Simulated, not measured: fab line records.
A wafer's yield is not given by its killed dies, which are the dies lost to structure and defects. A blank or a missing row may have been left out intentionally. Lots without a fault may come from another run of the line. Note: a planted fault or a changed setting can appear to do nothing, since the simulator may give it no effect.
Which tool is to blame?	flow nand-harc	12 lots, 36 wafers sampled, at 5 steps of a route of 1159

## WHAT THE GAUGES SHOWED, per wafer
NHARC_END_SORT_01.
lot	measured	on	defect-limited-yield (%)	killed-at-array	killed-at-other	killed-at-periphery	killed-dies	killed-open	killed-short	sort_bin_2_pct (%)	sort_bin_3_pct (%)	sort_bin_4_pct (%)	sort-n-pass	sort-rim-yield-pct (%)	sort-yield-pct (%)
L209	day 22 05:38	prober-02	93.9 65.4 95.0	32 24 30	2 0 0	7 210 4	41 234 34	2 2 5	3 2 0	2.2 10.6 2.4	0.59 2.81 0	3.2 21.1 2.7	636 443 643	94.3 67.0 97.2	93.9 65.4 95.0
L210	day 22 13:31	prober-01	96.0 97.8 65.9	24 12 8	0 0 0	3 3 223	27 15 231	8 3 2	7 0 1	1.3 0.7 9.3	0.30 0.15 3.10	2.4 1.3 21.7	650 662 446	99.1 98.1 62.3	96.0 97.8 65.9
L214	day 23 03:16	prober-01	95.4 95.7 94.7	28 25 34	0 1 0	3 3 2	31 29 36	0 0 3	1 0 2	1.5 1.2 1.2	0.44 0.15 0.44	2.7 3.0 3.7	646 648 641	97.2 96.2 98.1	95.4 95.7 94.7

## TOOL THAT RAN EACH LOT (tool first, then ch and the chambers of the sampled wafers, then the start)
lot	NHARC_P_M0_ECD_22	NHARC_THIN_TSV_PRE_CLEAN_50	NHARC_THIN_TSV_CMP_21	NHARC_THIN_TSV_ETCH_36
L198	ecd-cu-01 ch 1, day 5 19:44	pvd-sputter-02, day 19 07:16 or earlier	cmp-02 ch 0,2,3, day 19 07:16	rie-metal-03 ch 0,1, day 19 09:24
L199	ecd-cu-02 ch 0,1, day 6 05:39	pvd-sputter-01, day 19 05:22 or earlier	cmp-03 ch 0,1,2, day 19 05:22	rie-metal-01 ch 0,1, day 19 07:22
L200	ecd-cu-02 ch 0,1, day 6 06:02	pvd-sputter-03, day 19 06:04 or earlier	cmp-04 ch 2,3, day 19 06:04	rie-metal-03 ch 0,1, day 19 08:13
L201	ecd-cu-02 ch 0,1, day 6 13:40	pvd-sputter-01, day 19 08:36 or earlier	cmp-03 ch 1,2,3, day 19 08:36	rie-metal-01 ch 1, day 19 10:58
L204	ecd-cu-02 ch 0,1, day 7 10:53	pvd-sputter-01, day 20 09:05 or earlier	cmp-03 ch 0,2,3, day 20 09:05	rie-metal-02 ch 0,1, day 20 11:16
L207	ecd-cu-01 ch 0,1, day 8 07:58	pvd-sputter-01, day 21 02:14 or earlier	cmp-02 ch 1,2,3, day 21 02:14	rie-metal-03 ch 0,1, day 21 04:24
L209	ecd-cu-02 ch 0,1, day 8 21:59	pvd-sputter-02, day 21 18:38 or earlier	cmp-02 ch 0,2,3, day 21 18:38	rie-metal-02 ch 0,1, day 21 20:50
L210	ecd-cu-02 ch 0,1, day 8 23:34	pvd-sputter-03, day 21 19:42 or earlier	cmp-02 ch 2,3, day 21 19:42	rie-metal-03 ch 0,1, day 21 21:50
L212	ecd-cu-01 ch 0,1, day 9 08:31	pvd-sputter-02, day 21 22:13 or earlier	cmp-02 ch 1,2,3, day 21 22:13	rie-metal-02 ch 0,1, day 22 00:22
L214	ecd-cu-01 ch 0,1, day 10 00:50	pvd-sputter-03, day 22 16:41 or earlier	cmp-04 ch 1,2,3, day 22 16:41	rie-metal-02 ch 0,1, day 22 18:53
L219	ecd-cu-01 ch 1, day 11 03:49	pvd-sputter-03, day 23 22:07 or earlier	cmp-04 ch 0,1,3, day 23 22:07	rie-metal-02 ch 0, day 24 00:28
L221	ecd-cu-01 ch 0,1, day 11 08:28	pvd-sputter-01, day 23 18:35 or earlier	cmp-03 ch 1,2,3, day 23 18:35	rie-metal-03 ch 0,1, day 23 20:44
- NHARC_P_M0_ECD_22: material Cu, target thk 400 nm.
- NHARC_THIN_TSV_PRE_CLEAN_50: time 30 s.
- NHARC_THIN_TSV_CMP_21: polishes, t overpolish 30 s, target thk 2000 nm.
- NHARC_THIN_TSV_ETCH_36: etches the open film in Cl2/BCl3, target depth 65 nm, time 18.571 s.

## WHAT THE TOOLS THEMSELVES READ (means of the sampled wafers that have a number; where no wafer has one, the mark that the record gives instead)
NHARC_P_M0_ECD_22.
lot	tool	bath-temp-c (C)
L198	ecd-cu-01	24.88
L199	ecd-cu-02	25.02
L200	ecd-cu-02	25.07
L201	ecd-cu-02	25.13
L204	ecd-cu-02	24.95
L207	ecd-cu-01	25.10
L209	ecd-cu-02	24.93
L210	ecd-cu-02	25.07
L212	ecd-cu-01	24.99
L214	ecd-cu-01	25.11
L219	ecd-cu-01	25.01
L221	ecd-cu-01	24.89

NHARC_THIN_TSV_PRE_CLEAN_50.
lot	tool	heater-power-w (W)
L198	pvd-sputter-02	416
L199	pvd-sputter-01	423
L200	pvd-sputter-03	410
L201	pvd-sputter-01	436
L204	pvd-sputter-01	436
L207	pvd-sputter-01	438
L209	pvd-sputter-02	413
L210	pvd-sputter-03	408
L212	pvd-sputter-02	409
L214	pvd-sputter-03	406
L219	pvd-sputter-03	401
L221	pvd-sputter-01	429

NHARC_THIN_TSV_CMP_21.
lot	tool	motor-current-A (A)	overpolish-run-s (s)
L198	cmp-02	11.4	29.986
L199	cmp-03	12.2	30.005
L200	cmp-04	10.2	29.992
L201	cmp-03	11.8	30.005
L204	cmp-03	12.2	30.009
L207	cmp-02	11.7	30.005
L209	cmp-02	11.6	29.998
L210	cmp-02	10.6	29.993
L212	cmp-02	11.9	30.008
L214	cmp-04	10.3	29.994
L219	cmp-04	11.3	29.996
L221	cmp-03	12.2	30.007

NHARC_THIN_TSV_ETCH_36.
lot	tool	drypump-motor-current-A (A)	he-backside-leak-sccm (sccm)	oes-product-au (a.u.)
L198	rie-metal-03	5.4	3.2	0.988
L199	rie-metal-01	5.7	3.5	0.995
L200	rie-metal-03	5.5	3.5	0.994
L201	rie-metal-01	6.0	3.6	0.995
L204	rie-metal-02	5.1	3.5	1.002
L207	rie-metal-03	5.4	3.3	0.996
L209	rie-metal-02	5.1	3.7	1.003
L210	rie-metal-03	5.5	3.3	0.993
L212	rie-metal-02	5.1	3.4	1.008
L214	rie-metal-02	5.1	3.6	1.013
L219	rie-metal-02	4.9	3.7	1.000
L221	rie-metal-03	5.4	3.4	0.991

## THE ANSWER, worked out from the rows above alone
Rule: what is usual is taken from the lots themselves. Put in order of their means at a reading, lots are off if they are a third of the lots or fewer, leave a main group of 4 or more, and stand apart from it by a gap of 3 or more times the standard deviation of the main group's means; of several such gaps the widest counts. If all means in a main group match to the digits the tables above print for the reading, that group is not used. Also off: a lot with no number at a reading for which 4 or more lots have one. Where the step has rows for the other lots, those lots are counted as sound. After the gauges, taken in route order, come the tools' own readings; for these a lot's mean is taken, as printed above. The first step at which some lot is off is used, and at that step the reading that is off furthest; a lot without a number counts as furthest.
No lot is off on any of the readings shown, so nothing can be concluded from this.

## WHAT THE SIMULATOR HAD PUT IN
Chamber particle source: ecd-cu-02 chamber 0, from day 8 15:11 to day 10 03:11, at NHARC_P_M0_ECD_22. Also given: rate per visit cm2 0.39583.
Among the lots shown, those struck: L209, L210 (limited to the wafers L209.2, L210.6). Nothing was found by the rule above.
